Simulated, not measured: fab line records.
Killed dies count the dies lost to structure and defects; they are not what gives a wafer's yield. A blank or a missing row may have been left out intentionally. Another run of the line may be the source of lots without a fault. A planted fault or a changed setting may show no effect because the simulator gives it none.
Struck lot and sound lot, side by side :: flow n5_finfet :: 15 out of 1938 route steps
Sound: wafers L888.1, L888.3, L888.5. Struck: wafer L894.5. (L894.4, L894.6 of the same lot were not struck and are left out.) The cause comes at the end.
Per side, at each step with rows, come the tool, then ch with its chambers, and then its first start. Under that, the readings that differ: sound wafers :: struck wafers :: difference of the means :: sigmas: that difference in standard deviations of wafers without a fault.
alike: a reading whose means differ by less than 2 such deviations, as well as words and numbers matching on both sides. not compared: withheld readings; readings where some wafer has no value; bounds like >300 that might hide an equal value; numbers whose values overlap and for which the record gives no deviation.
The two part at a step that has a row with sigmas, a row that says differs or no value, or rows on one side only. Numbers that have no deviation but don't overlap get no sigmas and don't part them. A reading that every wafer of one side lacks parts them only if that side has two wafers or more.

first, 1 step without rows for these wafers: N5_BEOL_M3_SPUTTER_92 (material Cu, target thk 4.5 nm, time 8.29 s).
N5_BEOL_M3_ANNEAL_93: time 240 s.
  sound on pvd_sputter-01, day 8 19:31; struck on pvd_sputter-02, day 10 04:41
  alike: heater_power_w
then, 1 step without rows for these wafers: N5_BEOL_M3_SPUTTER_94 (material Cu, target thk 4.5 nm, time 8.29 s).
N5_BEOL_M3_ANNEAL_95: time 240 s.
  sound on pvd_sputter-01, day 8 19:44; struck on pvd_sputter-02, day 10 04:55
  alike: heater_power_w
N5_BEOL_M3_SPUTTER_96: material Cu, target thk 4.5 nm, time 8.29 s.
  sound on pvd_sputter-01, day 8 19:52; struck on pvd_sputter-02, day 10 05:03
  alike: chuck_gas_flow_sccm, throttle_valve_pct
then, 2 steps without rows for these wafers: N5_BEOL_M3_ECD_50 (material Cu, target thk 300 nm); N5_BEOL_M3_ANNEAL_51 (time 90 s).
N5_BEOL_M3_CMP_52: polishes, stops on SiOC, t overpolish 6.8 s, target thk 40 nm.
  sound on cmp-01 ch 0,3, day 8 20:24; struck on cmp-02 ch 1, day 10 05:53
reading: barrier_field_endpoint_s (s)
sound: 23.4 23.4 23.6
struck: 26.0
difference: +2.5
sigmas: +5

reading: time_to_endpoint_s (s)
sound: 55 58 53
struck: 69
difference: +14
sigmas: +4
  alike: clearing_platen_down_force_psi, motor_current_A, overpolish_run_s, slurry_filter_dp_kPa
N5_BEOL_M3_THK_MEAS_53: measures by xrf.
  sound on film_metro-02, day 8 20:41; struck on film_metro-01, day 10 06:06
  alike: M3_THK
N5_BEOL_M3_PRE_CLEAN_60: time 15 s.
  sound on cvd_co-01 ch 0,2, day 8 20:44; struck on cvd_co-02 ch 0, day 10 06:10
  alike: heater_power_w
then, 2 steps without rows for these wafers: N5_BEOL_M3_CO_CAP_55 (material Co, precursor CCTBA/H2, target thk 2 nm, time 102.1 s); N5_BEOL_M3_PRE_CLEAN_56 (time 15 s).
N5_BEOL_M3_DEP_57: deposits SiCN from 3MS/NH3, target thk 8 nm, time 14 s.
  sound on pecvd-03 ch 0,2, day 8 20:53; struck on pecvd-02 ch 2, day 10 06:19
reading: model.SiCN_of_BEOL_M3_DEP_57.thk_nm (nm)
sound: 8.4 8.2 8.4
struck: 3.6
difference: -4.7
sigmas: 
  alike: chamber_pressure_Torr, showerhead_plenum_p_Torr, throttle_valve_pct
N5_BEOL_M3_RS_MEAS_58: uses a four-point probe to measure.
  sound on film_metro-02, day 8 20:57; struck on film_metro-01, day 10 06:22
  alike: M3_RS
N5_BEOL_M4_RC_MEAS_101:
  sound on prober-01 ch 0, day 9 04:25; struck on prober-01 ch 0, day 10 16:01
  alike: DIBL_N, DIBL_P, IOFF_N, IOFF_P, ION_N, ION_P, SS_N, SS_P, VT_N, VT_P

== WHERE THEY PART ==
Only at N5_BEOL_M3_CMP_52, within this record. Later steps at which nothing parts them and some readings are alike: N5_BEOL_M3_THK_MEAS_53, N5_BEOL_M3_PRE_CLEAN_60, N5_BEOL_M3_DEP_57, N5_BEOL_M3_RS_MEAS_58, N5_BEOL_M4_RC_MEAS_101.

WHY: what had been put in by the simulator
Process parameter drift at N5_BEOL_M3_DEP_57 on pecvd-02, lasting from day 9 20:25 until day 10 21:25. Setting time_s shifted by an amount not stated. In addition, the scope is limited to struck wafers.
